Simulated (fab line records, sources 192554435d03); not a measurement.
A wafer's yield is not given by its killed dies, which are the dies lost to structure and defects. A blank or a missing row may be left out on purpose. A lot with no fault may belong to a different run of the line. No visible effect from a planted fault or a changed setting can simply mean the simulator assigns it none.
Which tool did it?    flow n5-finfet    at 1 step of a route of 1938, 7 lots with 20 wafers sampled

== WHAT THE GAUGES SHOWED, per wafer ==
N5_BEOL_M10_CD_MEAS_18: pitch 140 nm, target cd 70 nm.
lot   measured      on         cd-nm (nm)
L894  day 10 16:31  cd-sem-01  70.1 69.5 69.7
L895  day 10 17:02  cd-sem-02  69.8 71.2 70.8
L899  day 11 19:57  cd-sem-01  70.8 69.8 69.7
L903  day 13 04:27  cd-sem-03  70.3 70.4
L908  day 14 06:35  cd-sem-02  69.4 69.2 68.7
L911  day 14 22:12  cd-sem-03  70.0 70.9 70.2
L913  day 15 23:16  cd-sem-01  69.0 69.4 69.4

== WHICH TOOL RAN EACH LOT (tool, then ch and the chambers of the sampled wafers, then the start) ==
Before these readings, the record contains no process step.

== THE ANSWER, worked out from the rows above alone ==
Rule: usual is defined by the lots themselves. The widest of any qualifying gaps counts: lots, ordered by their means at a reading, are off when they make up no more than a third of the lots, leave a main group of 4 or more, and stand apart from it by 3 or more times the standard deviation of that group's means. The tables above print the reading to a certain number of digits; a main group whose means all agree to those digits is not used. Also off: a lot with no number at a reading for which 4 or more lots have one. The other lots that the step has rows for count as sound.
None of the lots is off at any reading shown; this tells nothing.

== WHAT THE SIMULATOR PUT IN ==
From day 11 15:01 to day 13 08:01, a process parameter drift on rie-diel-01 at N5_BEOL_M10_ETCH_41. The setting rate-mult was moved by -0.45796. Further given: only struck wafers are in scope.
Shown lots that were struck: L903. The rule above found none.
